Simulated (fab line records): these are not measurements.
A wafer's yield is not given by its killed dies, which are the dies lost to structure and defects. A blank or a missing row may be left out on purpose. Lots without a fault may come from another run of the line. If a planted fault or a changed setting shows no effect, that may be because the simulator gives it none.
fab line records	flow nand_harc
record lots=6	wafers=18	last_day=30
route steps=1302 shown A_BONDPAD@1212 HYBRID_BOND@1237 THIN_TSV@1244 END@1302
lots with no fault: from the same line, run without faults
start_h: hours from the record's first day to the start of the lot's first wafer shown	wait_h: hours since the lot's step before	" identical to the entry in the row above	L1.1+2: a single row standing in for several wafers	- no value, or no start was given	* or withheld: withheld	< > ~ a bound
route shown NAME@n: NAME is a module with steps in the file, n the number in the route of the first one	usual: mean and standard deviation over wafers with no fault	same: alike in all rows	chamber/n: place in a boat	sites: each site's reading	_std_site: the values' standard deviation	_edge_site: the outer-site mean with the inner-site mean subtracted	radius_mm: for every site, how far away it sits from the centre of the wafer	mask NAME#n: copy n	behind: the most recent tool/chamber to have shaped the wafer	hold: why the lot went on hold/how many hours it stayed there/how the hold came to an end	device: names the non-switching transistor (n, p or np)	end of line: the tests these same wafers got at the end of their route	step lacking rows: just its recipe	killed: dies lost to structure and defects at the first sort, not the wafer's yield	map: a wafer's dies, x killed, . not, _ none there
set.NAME: the setting the step ran with; set.NAME@STEP: the setting that earlier step ran with	model.NAME: the simulator's own value behind a step, which no gauge read
lots at selected steps of the route; one table per step, one row per wafer
services: from which hour (start_h, from the record's first day; less than 0 if before it) a tool's chamber was out of use, for how many hours, and why
## steps
# step NHARC_A_BONDPAD_EXPOSE_06
# recipe na=0.55	dose_mj=36.99	mask_id=A_BPAD
# step NHARC_A_BONDPAD_PEB_07
# recipe peb_temp_c=128	peb_time_s=80
# step NHARC_A_BONDPAD_DEVELOP_08
# recipe time_s=50	dev_temp_c=22
# step NHARC_A_BONDPAD_CD_MEAS_09
# recipe target_cd_nm=500	landing_energy_ev=500
# usual cd_nm=500.7/1.6
lot.wafer	tool	chamber	start_h	wait_h	cd_nm
L214.1	cd_sem-03	0	532.93	-	501.7
L214.4	"	0	"	"	503.0
L214.6	"	0	"	"	503.8
L217.1	cd_sem-03	0	567.48	-	501.0
L217.3	"	0	"	"	503.4
L217.4	"	0	"	"	500.8
L222.2	cd_sem-01	0	640.50	-	500.3
L222.4	"	0	"	"	502.1
L222.5	"	0	"	"	500.7
L224.1	cd_sem-03	0	642.47	-	501.0
L224.2	"	0	"	"	500.2
L224.3	"	0	"	"	500.0
L228.2	cd_sem-02	0	674.70	-	498.6
L228.3	"	0	"	"	499.7
L228.5	"	0	"	"	499.3
L225.1	cd_sem-01	0	681.77	-	501.0
L225.2	"	0	"	"	501.8
L225.4	"	0	"	"	501.7
# step NHARC_A_BONDPAD_OVL_MEAS_35
# usual overlay_x_nm=1/4.7	overlay_y_nm=-1/6.1
lot.wafer	tool	chamber	start_h	wait_h	overlay_x_nm	overlay_y_nm
L214.1	overlay-02	-	533.02	-	0	9
L214.4	"	-	"	"	0	9
L214.6	"	-	"	"	0	9
L217.1	overlay-01	-	567.57	-	13	-4
L217.3	"	-	"	"	12	-3
L217.4	"	-	"	"	13	-3
L222.2	overlay-01	-	640.59	-	-1	-3
L222.4	"	-	"	"	-2	-4
L222.5	"	-	"	"	-1	-3
L224.1	overlay-01	-	642.56	-	0	0
L224.2	"	-	"	"	1	0
L224.3	"	-	"	"	0	0
L228.2	overlay-01	-	674.79	-	0	-2
L228.3	"	-	"	"	0	-2
L228.5	"	-	"	"	0	-2
L225.1	overlay-01	-	681.86	-	-6	1
L225.2	"	-	"	"	-5	2
L225.4	"	-	"	"	-6	1
# step NHARC_A_BONDPAD_HARDBAKE_10
# recipe temp_c=118	time_s=65
# step NHARC_A_BONDPAD_DESCUM_11
# recipe time_s=3	o2_flow_sccm=200	ar_flow_sccm=0	bias_power_w=0	chemistry=O2
# step NHARC_A_BONDPAD_ETCH_34
# recipe target_depth_a=600	overetch_a=180	time_s=65.91	ion_energy_ev=200	n2_flow_sccm=150	h2_flow_sccm=150	ar_flow_sccm=0	rf_w=400	bias_w=150	chemistry=N2/H2
# step NHARC_A_BONDPAD_ETCH_12
# recipe target_depth_a=2200	time_s=110	chf3_flow_sccm=50	o2_flow_sccm=10	ar_flow_sccm=200	rf_w=500	bias_w=200	chemistry=CHF3/O2
# usual chamber_pressure_mTorr=24.999/0.022	drypump_motor_current_A=6.0/0.49	oes_product_au=0.948/0.022	rf_vpp_V=371.7/2.6	showerhead_plenum_p_Torr=2.45/0.12	throttle_valve_pct=20.573/0.0089
lot.wafer	tool	chamber	start_h	wait_h	chamber_pressure_mTorr	drypump_motor_current_A	oes_product_au	rf_hours_counter_h	rf_vpp_V	showerhead_plenum_p_Torr	throttle_valve_pct
L214.1	rie_diel-13	2	-	-	25.030	5.7	0.989	1	373.7	2.53	20.571
L214.4	"	1	"	"	24.996	5.7	0.962	1	371.6	2.44	20.576
L214.6	"	3	"	"	25.023	4.8	0.961	-	367.6	2.26	20.569
L217.4	rie_diel-13	3	-	-	25.002	4.8	0.913	5	368.3	2.26	20.585
L217.3	"	0	"	"	25.042	5.1	0.922	5	376.2	2.60	20.567
L217.1	"	2	"	"	25.020	5.7	0.924	6	373.5	2.53	20.571
L222.2	rie_diel-05	0	-	-	25.022	5.8	0.968	1	373.8	2.53	20.563
L222.4	"	3	"	"	24.990	6.0	0.963	1	374.1	2.58	20.564
L222.5	"	1	"	"	24.984	6.4	0.959	-	368.5	2.27	20.569
L224.1	rie_diel-05	1	-	-	24.974	6.4	0.924	1	368.8	2.27	20.567
L224.3	"	2	"	"	24.989	6.6	0.929	1	372.8	2.49	20.563
L224.2	"	3	"	"	25.011	6.0	0.918	1	374.5	2.58	20.575
L228.2	rie_diel-05	0	-	-	24.998	5.8	0.955	2	373.7	2.53	20.569
L228.3	"	3	"	"	25.035	6.0	0.960	2	373.8	2.58	20.579
L228.5	"	1	"	"	25.052	6.4	0.961	-	368.2	2.27	20.571
L225.2	rie_diel-05	0	-	-	24.987	5.8	0.921	2	373.6	2.53	20.560
L225.1	"	1	"	"	25.006	6.4	0.919	2	367.0	2.27	20.575
L225.4	"	2	"	"	25.028	6.6	0.938	2	372.5	2.49	20.571
# step NHARC_A_BONDPAD_CD_MEAS_13
# usual cd_nm=500.1/1.6
lot.wafer	tool	chamber	start_h	wait_h	cd_nm
L214.1	cd_sem-02	-	533.46	-	501.9
L214.4	"	-	"	"	502.6
L214.6	"	-	"	"	504.6
L217.1	cd_sem-02	-	568.06	-	500.6
L217.3	"	-	"	"	501.1
L217.4	"	-	"	"	500.4
L222.2	cd_sem-02	-	641.03	-	500.2
L222.4	"	-	"	"	502.4
L222.5	"	-	"	"	500.1
L224.1	cd_sem-03	-	643.01	-	500.4
L224.2	"	-	"	"	499.6
L224.3	"	-	"	"	499.4
L228.2	cd_sem-02	-	675.23	-	497.1
L228.3	"	-	"	"	499.9
L228.5	"	-	"	"	499.6
L225.1	cd_sem-01	-	682.30	-	499.7
L225.2	"	-	"	"	500.0
L225.4	"	-	"	"	501.9
# step NHARC_A_BONDPAD_STRIP_15
# recipe o2_flow_sccm=500	ar_flow_sccm=0	bias_w=0	chemistry=O2
# step NHARC_A_BONDPAD_ETCH_24
# recipe target_depth_a=300	over_etch_frac=0.3	time_s=72.99	ion_energy_ev=150	cf4_flow_sccm=50	n2_flow_sccm=100	ar_flow_sccm=150	rf_w=300	bias_w=100	chemistry=CF4/N2
# step NHARC_A_BONDPAD_STRIP_16
# recipe time_s=600	temp_c=30	chemistry=post_etch_residue_remover
lot.wafer	tool	chamber	start_h	wait_h
L214.4+6+1	wet_bench-10	1,4,5	533.82	-
L217.1+4+3	wet_bench-08	0,1,3	568.41	-
L222.5+2+4	wet_bench-08	5,6,7	641.38	-
L224.3+1+2	wet_bench-08	4,6,1	643.36	-
L228.5+2+3	wet_bench-10	0,3,5	675.58	-
L225.1+2+4	wet_bench-10	2,4,5	682.66	-
# step NHARC_A_BONDPAD_DEGAS_25
# recipe temp_c=300	time_s=60
# step NHARC_A_BONDPAD_PRE_CLEAN_26
# recipe time_s=30	temp_c=280	gas=H2/He
# step NHARC_A_BONDPAD_PVD_17
# recipe target_thk_a=50	bias_v=168.6	power_w=15000	chamber_pressure_pa=0.12	time_s=8.06	substrate_temp_c=50	material=TaN
# step NHARC_A_BONDPAD_PVD_27
# recipe target_thk_a=300	chamber_pressure_pa=5	power_w=5000	substrate_temp_c=30	time_s=20.49	material=Cu
# usual substrate_temp_c=30.01/0.1	throttle_valve_pct=29.4/1.5
lot.wafer	tool	chamber	start_h	wait_h	substrate_temp_c	throttle_valve_pct
L214.1	pvd_sputter-01	-	-	-	29.89	26.8
L214.4	"	-	"	"	29.97	29.0
L214.6	"	-	"	"	29.90	26.4
L217.3	pvd_sputter-02	-	-	-	29.94	30.9
L217.1	"	-	"	"	30.08	30.2
L217.4	"	-	"	"	30.12	29.2
L222.2	pvd_sputter-01	-	-	-	29.93	29.9
L222.4	"	-	"	"	30.27	28.9
L222.5	"	-	"	"	29.96	29.9
L224.3	pvd_sputter-03	-	-	-	29.91	31.5
L224.1	"	-	"	"	29.98	31.6
L224.2	"	-	"	"	30.05	30.6
L228.2	pvd_sputter-03	-	-	-	29.90	27.4
L228.3	"	-	"	"	29.99	30.4
L228.5	"	-	"	"	29.81	31.3
L225.2	pvd_sputter-03	-	-	-	29.76	31.1
L225.4	"	-	"	"	30.11	27.5
L225.1	"	-	"	"	30.06	30.2
# step NHARC_A_BONDPAD_ECD_18
# recipe target_thk_a=4000	bath_temp_c=25	material=Cu
# step NHARC_A_BONDPAD_ANNEAL_28
# recipe temp_c=225	time_s=90
# step NHARC_A_BONDPAD_CMP_19
# recipe t_overpolish_s=30	cu_recess_touch_s=16	target_thk_nm=169.82
# usual motor_current_A=12.8/1.3	overpolish_run_s=29.999/0.0089	slurry_flow_ml_min=150.0/0.47
lot.wafer	tool	chamber	start_h	wait_h	motor_current_A	overpolish_run_s	slurry_flow_ml_min
L214.1	cmp-02	2	535.17	-	10.8	30.014	150.6
L214.4	"	1	"	"	14.2	29.993	150.0
L214.6	"	2	"	"	11.1	29.999	149.7
L217.3	cmp-01	3	569.79	-	11.7	30.003	150.0
L217.1	"	0	"	"	15.4	29.999	149.5
L217.4	"	1	"	"	12.7	30.008	150.0
L222.2	cmp-04	2	642.80	-	12.7	29.989	149.5
L222.4	"	3	"	"	11.4	30.017	149.7
L222.5	"	0	"	"	11.2	30.003	149.9
L224.2	cmp-01	3	644.72	-	11.7	29.995	150.2
L224.3	"	0	"	"	15.0	30.008	149.8
L224.1	"	1	"	"	12.8	29.993	149.9
L228.3	cmp-02	2	676.94	-	10.6	30.012	149.6
L228.2	"	3	"	"	14.5	30.008	149.9
L228.5	"	3	"	"	13.5	29.989	149.8
L225.1	cmp-04	3	684.03	-	10.9	29.991	150.3
L225.2	"	0	"	"	11.3	29.985	150.4
L225.4	"	1	"	"	12.8	30.005	150.0
# step NHARC_A_BONDPAD_THK_MEAS_20
# recipe thk_meas_gauge=xrf
# usual thk_nm=170.5/1.6
lot.wafer	tool	chamber	start_h	wait_h	thk_nm
L214.1	film_metro-01	-	535.49	-	171.4
L214.4	"	-	"	"	172.6
L214.6	"	-	"	"	169.4
L217.1	film_metro-01	-	570.08	-	167.1
L217.3	"	-	"	"	170.9
L217.4	"	-	"	"	169.5
L222.2	film_metro-01	-	643.06	-	169.8
L222.4	"	-	"	"	169.5
L222.5	"	-	"	"	171.7
L224.1	film_metro-01	-	645.06	-	170.3
L224.2	"	-	"	"	169.1
L224.3	"	-	"	"	171.1
L228.2	film_metro-02	-	677.27	-	167.3
L228.3	"	-	"	"	172.4
L228.5	"	-	"	"	168.9
L225.1	film_metro-02	-	684.32	-	171.4
L225.2	"	-	"	"	172.0
L225.4	"	-	"	"	173.8
# step NHARC_A_BONDPAD_SRD_21
# recipe time_s=30	temp_c=23	dry_time_s=20	spin_rpm=1500
# step NHARC_HYBRID_BOND_ACTIVATE_00
# recipe time_s=60	n2_flow_sccm=200	ar_flow_sccm=0	bias_power_w=0	chemistry=N2
# usual drypump_motor_current_A=5.4/0.39	oes_product_au=1.004/0.012	rf_vpp_V=64.1/0.89	showerhead_plenum_p_Torr=1.77/0.073
lot.wafer	tool	chamber	start_h	wait_h	drypump_motor_current_A	oes_product_au	rf_hours_counter_h	rf_vpp_V	showerhead_plenum_p_Torr
L214.4	rie_diel-07	2	535.76	0.1	4.8	1.015	4	62.8	1.82
L214.1	"	0	"	"	5.5	1.000	4	64.3	1.79
L214.6	"	2	"	"	4.8	1.013	-	64.3	1.83
L217.1	rie_diel-07	2	570.37	0.1	4.8	1.004	7	64.7	1.82
L217.3	"	3	"	"	5.7	0.997	7	62.7	1.82
L217.4	"	0	"	"	5.5	0.987	7	64.0	1.78
L222.2	rie_diel-07	2	643.34	0.1	4.8	1.002	13	65.1	1.82
L222.4	"	2	"	"	4.8	1.005	-	65.4	1.82
L222.5	"	1	"	"	5.3	1.014	-	64.3	1.65
L224.2	rie_diel-07	2	645.35	0.1	4.8	1.014	13	63.9	1.82
L224.3	"	3	"	"	5.7	1.015	13	63.2	1.81
L224.1	"	1	"	"	5.3	1.030	13	65.1	1.65
L228.2	rie_diel-07	0	677.55	0.1	5.5	0.978	2	64.5	1.78
L228.3	"	1	"	"	5.3	1.008	2	65.3	1.65
L228.5	"	1	"	"	5.3	1.011	-	62.4	1.65
L225.4	rie_diel-07	2	684.88	0.3	4.8	0.999	3	64.0	1.82
L225.1	"	0	"	"	5.5	0.987	3	64.5	1.78
L225.2	"	1	"	"	5.3	1.010	3	62.8	1.65
# step NHARC_HYBRID_BOND_PRECLEAN_01
# recipe time_s=300	temp_c=23	chemistry=DIW
# step NHARC_HYBRID_BOND_SRD_02
# recipe time_s=30	temp_c=23	dry_time_s=20	spin_rpm=1500
# step NHARC_HYBRID_BOND_BOND_03
# recipe temp_c=25
# step NHARC_HYBRID_BOND_ANNEAL_04
# recipe temp_c=300	time_s=7200	ramp_up_c_per_min=5	ramp_down_c_per_min=3	idle_temp_c=100	pressure_atm=1
# step NHARC_HYBRID_BOND_OVL_MEAS_05
# usual overlay_x_nm=3/34	overlay_y_nm=-2/34
lot.wafer	tool	chamber	start_h	wait_h	overlay_x_nm	overlay_y_nm
L214.1	overlay-01	-	545.20	0.4	63	9
L214.4	"	-	"	"	0	27
L214.6	"	-	"	"	-21	-19
L217.1	overlay-01	-	583.03	0.4	42	15
L217.3	"	-	"	"	2	3
L217.4	"	-	"	"	10	-39
L224.1	overlay-01	-	652.58	0.4	21	-15
L224.2	"	-	"	"	65	-58
L224.3	"	-	"	"	-40	14
L222.2	overlay-02	-	652.58	0.4	-30	28
L222.4	"	-	"	"	-12	-23
L222.5	"	-	"	"	68	23
L228.2	overlay-01	-	686.95	0.4	-1	-12
L228.3	"	-	"	"	-61	14
L228.5	"	-	"	"	-40	-24
L225.1	overlay-01	-	694.77	0.4	44	22
L225.2	"	-	"	"	-21	25
L225.4	"	-	"	"	-42	31
# step NHARC_THIN_TSV_GRIND_00
# recipe target_thk_um=6
# usual head_pressure_psi=4.000/0.0082	motor_current_A=12.000/0.022	slurry_flow_ml_min=150.0/0.44
lot.wafer	tool	chamber	start_h	wait_h	head_pressure_psi	motor_current_A	slurry_flow_ml_min
L214.1	grinder-01	0	545.41	0.1	3.997	11.971	149.9
L214.4	"	0	"	"	4.001	12.002	150.0
L214.6	"	0	"	"	3.988	12.012	149.1
L217.1	grinder-01	0	583.23	0.1	4.003	12.031	149.5
L217.3	"	0	"	"	3.999	11.993	149.9
L217.4	"	0	"	"	4.008	11.949	150.2
L222.2	grinder-01	0	652.98	0.3	3.993	12.019	149.8
L222.4	"	0	"	"	3.995	12.023	150.1
L222.5	"	0	"	"	3.997	12.005	150.6
L224.1	grinder-01	0	653.98	1.3	4.003	11.971	150.1
L224.2	"	0	"	"	4.003	12.023	150.2
L224.3	"	0	"	"	4.012	11.973	150.0
L228.2	grinder-01	0	687.35	0.3	4.012	12.009	150.6
L228.3	"	0	"	"	4.018	12.010	149.1
L228.5	"	0	"	"	4.010	11.998	149.9
L225.1	grinder-01	0	694.98	0.1	4.008	12.024	150.2
L225.2	"	0	"	"	4.015	11.983	149.7
L225.4	"	0	"	"	4.009	12.018	149.7
# step NHARC_THIN_TSV_CMP_01
# recipe target_thk_um=3
# step NHARC_THIN_TSV_THK_MEAS_02
# recipe thk_meas_gauge=ir
# usual thk_nm=2987/220
lot.wafer	tool	chamber	start_h	wait_h	thk_nm
L214.1	film_metro-02	-	546.90	0.2	2957
L214.4	"	-	"	"	3028
L214.6	"	-	"	"	2585
L217.1	film_metro-01	-	584.73	0.2	2907
L217.3	"	-	"	"	2991
L217.4	"	-	"	"	2858
L222.2	film_metro-02	-	654.27	-	3380
L222.4	"	-	"	"	3119
L222.5	"	-	"	"	3414
L224.1	film_metro-02	-	655.48	-	2573
L224.2	"	-	"	"	2523
L224.3	"	-	"	"	2809
L228.2	film_metro-01	-	688.63	-	2945
L228.3	"	-	"	"	3264
L228.5	"	-	"	"	2964
L225.1	film_metro-01	-	696.47	-	2848
L225.2	"	-	"	"	3195
L225.4	"	-	"	"	2928
# step NHARC_THIN_TSV_SRD_03
# step NHARC_THIN_TSV_PRECLEAN_41
# recipe time_s=*	temp_c=50	bath_age_min=0	chemistry=SC1
# step NHARC_THIN_TSV_SRD_42
# step NHARC_THIN_TSV_DEP_43
# recipe target_thk_a=13285	temp_c=withheld	pressure_torr=6.5	rf_w=900	teos_flow_sccm=161.4	flow_sccm=2650	target_thk_nm=1328.5	gas=O2	material=SiO2
# step NHARC_THIN_TSV_DEHYDRATE_04
# recipe temp_c=150	time_s=120
# step NHARC_THIN_TSV_HMDS_05
# recipe time_s=30
# step NHARC_THIN_TSV_COAT_06
# recipe spin_rpm=*
# step NHARC_END_SORT_01
# recipe temp_c=25
# usual defect_limited_yield=91.2/1.8	killed_at_array=55/12	killed_at_other=1.0/1.2	killed_at_periphery=3.9/2.6	killed_dies=60/12	killed_open=3.3/1.9	killed_short=2.5/1.8
# same gross_dies=677
lot.wafer	tool	chamber	start_h	wait_h	defect_limited_yield[%]	killed_at_array	killed_at_other	killed_at_periphery	killed_dies	killed_open	killed_short
L217.1	prober-02	0	600.67	2.4	91.7	51	2	3	56	3	1
L217.3	prober-02	0	602.28	3.1	92.3	46	0	6	52	6	1
L217.4	prober-02	0	603.09	3.4	94.4	33	0	5	38	3	2
L222.2	prober-02	0	671.16	2.8	81.4	120	0	6	126	7	3
L222.4	prober-02	0	672.77	3.4	78.7	141	2	1	144	4	0
L222.5	prober-02	0	673.57	3.7	79.0	140	0	2	142	3	2
L224.1	prober-01	0	671.97	2.5	85.2	95	0	5	100	3	2
L224.2	prober-01	0	672.78	2.8	80.2	133	0	1	134	5	0
L224.3	prober-01	0	673.59	3.1	80.2	134	0	0	134	2	3
L228.2	prober-02	0	706.45	2.8	90.7	58	1	4	63	1	4
L228.3	prober-02	0	707.25	3.1	92.0	52	0	2	54	3	0
L228.5	prober-02	0	708.84	3.7	92.5	50	0	1	51	2	2
L225.1	prober-02	0	714.49	2.5	91.6	56	0	1	57	6	2
L225.2	prober-02	0	715.29	2.8	89.8	68	0	1	69	3	1
L225.4	prober-02	0	716.90	3.4	90.5	63	1	0	64	4	1
# killed by level:class
L217.1 A_CHANNEL_HOLE_D2:chamber_film_flake=28 A_CHANNEL_HOLE_D1:chamber_film_flake=5 A_STAIRCASE:chamber_film_flake=5 A_CONTACT:chamber_film_flake=4 P_STI:chamber_film_flake=2 A_CHANNEL_FILL_D2:chamber_film_flake=2 THIN_TSV:chamber_film_flake=2 P_CONTACT:geometric_particle:open=1
L217.3 A_CHANNEL_HOLE_D2:chamber_film_flake=26 A_STAIRCASE:chamber_film_flake=6 A_CONTACT:chamber_film_flake=4 P_M1:geometric_particle:open=3 P_GATE:chamber_film_flake=2 A_DECK1_JOINT:chamber_film_flake=2 P_M0:geometric_particle:open=1 A_CHANNEL_HOLE_D1:geometric_particle:open=1
L217.4 A_CHANNEL_HOLE_D2:chamber_film_flake=21 A_CHANNEL_HOLE_D1:chamber_film_flake=4 P_GATE:chamber_film_flake=3 A_STAIRCASE:chamber_film_flake=2 A_CONTACT:chamber_film_flake=2 P_CONTACT:geometric_particle:open=1 P_M1:geometric_particle:short=1 A_CHANNEL_FILL_D1:geometric_particle:open=1
L222.2 A_BONDPAD:unspecified=56 A_CHANNEL_HOLE_D1:chamber_film_flake=24 A_CHANNEL_HOLE_D2:chamber_film_flake=13 A_CONTACT:chamber_film_flake=10 A_ZERO_WELL:chamber_film_flake=4 A_SLIT:chamber_film_flake=4 P_GATE:geometric_particle:open=2 A_CHANNEL_FILL_D2:geometric_particle:short=2
L224.1 A_BONDPAD:unspecified=56 A_CHANNEL_HOLE_D1:chamber_film_flake=25 A_CONTACT:chamber_film_flake=7 P_CONTACT:geometric_particle:open=2 A_CHANNEL_HOLE_D2:geometric_particle:short=1 A_SGD_CUT:geometric_particle:open=1 A_WL_FILL:geometric_particle:short=1 A_ZERO_WELL:chamber_film_flake=1
L222.4 A_BONDPAD:unspecified=94 A_CHANNEL_HOLE_D1:chamber_film_flake=32 A_CHANNEL_HOLE_D2:chamber_film_flake=5 A_CHANNEL_FILL_D1:geometric_particle:open=2 THIN_TSV:chamber_film_flake=2 A_CONTACT:chamber_film_flake=2 A_CHANNEL_FILL_D2:geometric_particle:open=1 A_SGD_CUT:geometric_particle:open=1
L224.2 A_BONDPAD:unspecified=103 A_CHANNEL_HOLE_D1:chamber_film_flake=17 A_CHANNEL_FILL_D1:geometric_particle:open=2 A_CHANNEL_FILL_D2:chamber_film_flake=2 A_CONTACT:chamber_film_flake=2 A_M0:chamber_film_flake=2 P_M0:geometric_particle:open=1 A_WL_FILL:geometric_particle:open=1
L222.5 A_BONDPAD:unspecified=94 A_CHANNEL_HOLE_D1:chamber_film_flake=26 A_CHANNEL_HOLE_D2:chamber_film_flake=5 A_ZERO_WELL:chamber_film_flake=3 A_CONTACT:chamber_film_flake=3 A_WL_FILL:chamber_film_flake=2 P_CONTACT:geometric_particle:open=1 A_CHANNEL_FILL_D1:geometric_particle:open=1
L224.3 A_BONDPAD:unspecified=87 A_CHANNEL_HOLE_D1:chamber_film_flake=28 A_CONTACT:chamber_film_flake=7 A_SLIT:chamber_film_flake=6 A_WL_FILL:geometric_particle:short=2 A_CHANNEL_HOLE_D2:geometric_particle:open=1 A_CONTACT:geometric_particle:short=1 A_M1:geometric_particle:open=1
L228.2 A_SLIT:chamber_film_flake=26 A_CHANNEL_HOLE_D2:chamber_film_flake=19 A_CHANNEL_HOLE_D1:chamber_film_flake=6 A_CONTACT:chamber_film_flake=3 P_GATE:geometric_particle:open=1 P_M1:geometric_particle:short=1 A_CHANNEL_HOLE_D1:geometric_particle:short=1 A_ONON_D2:geometric_particle:short=1
L228.3 A_SLIT:chamber_film_flake=24 A_CHANNEL_HOLE_D2:chamber_film_flake=17 A_CHANNEL_HOLE_D1:chamber_film_flake=4 A_CONTACT:chamber_film_flake=3 A_CHANNEL_FILL_D1:geometric_particle:open=2 A_M0:geometric_particle:open=1 P_GATE:chamber_film_flake=1 P_M2:chamber_film_flake=1
L228.5 A_SLIT:chamber_film_flake=25 A_CHANNEL_HOLE_D2:chamber_film_flake=15 A_CHANNEL_HOLE_D1:chamber_film_flake=2 A_CONTACT:chamber_film_flake=2 A_ONON_D2:geometric_particle:short=1 A_WL_FILL:geometric_particle:open=1 A_CONTACT:geometric_particle:short=1 A_CONTACT:geometric_particle:open=1
L225.1 A_CHANNEL_HOLE_D1:chamber_film_flake=27 A_CHANNEL_HOLE_D2:chamber_film_flake=16 A_CONTACT:chamber_film_flake=2 A_SLIT:chamber_film_flake=2 A_SOURCE_PLATE:geometric_particle:open=1 A_ONON_D2:geometric_particle:short=1 A_ONON_D2:geometric_particle:open=1 A_CHANNEL_HOLE_D2:geometric_particle:open=1
L225.2 A_CHANNEL_HOLE_D1:chamber_film_flake=33 A_CHANNEL_HOLE_D2:chamber_film_flake=23 A_SLIT:chamber_film_flake=3 A_M1:geometric_particle:open=2 A_CHANNEL_FILL_D2:chamber_film_flake=2 A_STAIRCASE:chamber_film_flake=2 P_M0:geometric_particle:open=1 A_CHANNEL_HOLE_D2:geometric_particle:short=1
L225.4 A_CHANNEL_HOLE_D1:chamber_film_flake=29 A_CHANNEL_HOLE_D2:chamber_film_flake=25 A_ONON_D1:geometric_particle:open=2 A_STAIRCASE:chamber_film_flake=2 A_CHANNEL_FILL_D1:geometric_particle:short=1 A_CHANNEL_FILL_D1:geometric_particle:open=1 A_WL_FILL:geometric_particle:open=1 A_WL_FILL:chamber_film_flake=1
# map L222.4 (x killed, . not)
____________.____________
_________......._________
_______..........._______
______.....x.......______
_____..x............_____
____.....x...........____
____x..x.x...........____
___xxxxxxxx...........___
___.xxxxxxxx..........___
__.xxxxxxxx............__
__.xxxxxxxxxx..........__
_.x.xxxxxxxx....x......._
_..xxxxxxxxxx..........._
_..xxxxxxxxx............_
_..xxxxxxxxx............_
_.x.xxxxxxxx............_
....x.xxxxx..............
....xxx.xx...x...........
.....xxxx.x..............
....x....................
......x..................
_......................._
_...............x...x.xx_
_..................xxxxx_
_..................xxxx._
_...................xxx._
__...............xx.xxx__
__...............xxxxxx__
___.......x.......xxxx___
___.............x..xxx___
____................x____
____.................____
_____..............._____
______..........x..______
_______..........._______
_________......._________
____________.____________
# map L224.2 (x killed, . not)
____________.____________
_________......._________
_______..........._______
______.............______
_____..............._____
____.................____
____................x____
___................x..___
___..........x........___
__.....................__
__..............x......__
_......................._
_......................._
_.....x.........x......._
_................xx....._
_.....x......x.xxx.x...._
..............xxxxxxxxx..
.............x.xxxxxxx...
.............xxxxxxxx.x..
.............xxxxxxxxxx..
.............xxxxxxxxxx..
_............xxxxxxxxx.x_
_......x...x.xxxxxxxxx.x_
_............xxxxxxxxxx._
_...........xxxxxxxxxxx._
_.............xxxxxxxx.._
__............xxxxxxx.x__
__............xxxx.xx.x__
___............x..x...___
___...x............x..___
____.............x.x.____
____.................____
_____x.............._____
______x............______
_______..........._______
_________......._________
____________.____________
## services
tool	chamber	start_h	hours	kind
grinder-01	-	510.52	2.3	repair
cmp-04	-	513.12	0.5	repair
wet_bench-10	-	513.65	1.7	repair
rie_diel-13	-	519.10	9.0	pm
rie_diel-05	0	523.08	1.5	repair
pvd_sputter-03	-	527.62	10.0	pm
cmp-02	-	528.21	4.0	pm
cmp-02	-	550.90	4.3	repair
rie_diel-05	0	552.73	8.8	repair
grinder-01	-	559.99	1.9	repair
pvd_sputter-01	-	562.35	10.5	repair
rie_diel-13	2	568.16	8.0	repair
cmp-01	-	578.19	4.0	pm
pvd_sputter-01	-	582.00	10.0	pm
rie_diel-05	-	583.60	9.0	pm
rie_diel-07	0	642.07	10.0	repair
wet_bench-08	-	646.40	8.0	pm
rie_diel-07	-	648.20	9.0	pm
wet_bench-10	-	654.63	1.1	repair
wet_bench-10	-	663.20	8.0	pm
pvd_sputter-03	-	669.46	0.9	repair
rie_diel-07	2	670.37	9.6	repair
wet_bench-08	-	671.90	8.0	repair
grinder-01	-	676.36	3.7	repair
## key
first_sign step=NHARC_END_SORT_01	reading=killed_at_array	direction=up	sigmas=6	usual=55	struck=127
effect step=NHARC_END_SORT_01	reading=defect_limited_yield	direction=down	sigmas=5.9	usual=91.2	struck=80.8
more_kills_born_at NHARC_A_BONDPAD_STRIP_16@wet_bench-08=490
met_at NHARC_A_BONDPAD_STRIP_16
struck_wafers L222.2,L222.4,L222.5,L224.1,L224.2,L224.3
onset_between 568.41 641.38
fault kind=chamber_particle_source	tool=wet_bench-08	chamber=-	onset_h=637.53	steps=NHARC_A_BONDPAD_STRIP_16	rate_per_visit_cm2=1.8655	end_h=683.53
